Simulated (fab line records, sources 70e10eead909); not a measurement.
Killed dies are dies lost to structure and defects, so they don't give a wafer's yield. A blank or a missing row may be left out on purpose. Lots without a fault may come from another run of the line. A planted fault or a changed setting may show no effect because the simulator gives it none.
Chamber matching | flow nand_harc | NHARC_A_STAIRCASE_TRIM_187 on rie_diel-06: 4 sister chambers
The step chemistry O2, time 211.2 s. 16 wafers are shown with their chamber, then 8 later ones without.

WAFERS WITH THEIR CHAMBER
wafer  | chamber | drypump_motor_current_A (A) | showerhead_plenum_p_Torr (Torr) | throttle_valve_pct (%)
L077.1 | 0       | 6.8                         | 3.44                            | 17.042
L077.5 | 0       | 6.8                         | 3.44                            | 17.033
L077.6 | 3       | 5.4                         | 3.48                            | 17.052
L080.2 | 2       | 5.9                         | 3.34                            | 17.015
L080.4 | 3       | 5.4                         | 3.47                            | 17.035
L080.5 | 1       | 6.1                         | 3.55                            | 17.055
L088.3 | 1       | 6.2                         | 3.55                            | 17.025
L088.4 | 0       | 6.8                         | 3.42                            | 17.036
L088.5 | 0       | 6.9                         | 3.42                            | 17.040
L089.4 | 1       | 6.1                         | 3.55                            | 17.039
L089.5 | 2       | 5.9                         | 3.33                            | 17.033
L089.6 | 1       | 6.2                         | 3.55                            | 17.032
L091.1 | 0       | 6.8                         | 3.42                            | 17.002
L091.5 | 2       | 5.9                         | 3.33                            | 17.028
L091.6 | 3       | 5.5                         | 3.46                            | 17.033
L092.1 | 2       | 5.9                         | 3.33                            | 17.015

SIGNATURES (means of the wafers above)
reading                  | chamber 0 | chamber 1 | chamber 2 | chamber 3 | scatter within a chamber
drypump_motor_current_A  | 6.820     | 6.150     | 5.900     | 5.433     | 0.0453
showerhead_plenum_p_Torr | 3.4280    | 3.5500    | 3.3325    | 3.4700    | 0.00793
throttle_valve_pct       | 17.03060  | 17.03775  | 17.02275  | 17.04000  | 0.013
Rule: a wafer's distance from a chamber is the root of the sum, over the readings, of the square of ((its reading less the chamber's mean) divided by the reading's scatter). The wafer belongs to the nearest chamber; if the next one is less than 2 further off, it can't be placed. The scatter: the root of (the sum of the squares of (reading less its chamber's mean) over the shown wafers, divided by (wafers less chambers)).

WAFERS WITHOUT THEIR CHAMBER
wafer  | drypump_motor_current_A (A) | showerhead_plenum_p_Torr (Torr) | throttle_valve_pct (%)
L092.5 | 5.4                         | 3.45                            | 17.030
L092.6 | 5.9                         | 3.33                            | 17.022
L094.1 | 6.2                         | 3.54                            | 17.027
L094.2 | 6.8                         | 3.41                            | 17.042
L094.3 | 5.9                         | 3.32                            | 17.057
L094.4 | 5.4                         | 3.45                            | 17.043
L094.5 | 5.5                         | 3.45                            | 17.050
L094.6 | 5.9                         | 3.32                            | 17.040

WHICH CHAMBER EACH WENT THROUGH
wafer  | from the rows above | in truth
L092.5 | 3                   | 3
L092.6 | 2                   | 2
L094.1 | 1                   | 1
L094.2 | 0                   | 0
L094.3 | 2                   | 2
L094.4 | 3                   | 3
L094.5 | 3                   | 3
L094.6 | 2                   | 2
Placed correctly: 8 of 8. Can't be placed from these rows: 0. Placed wrongly: 0.
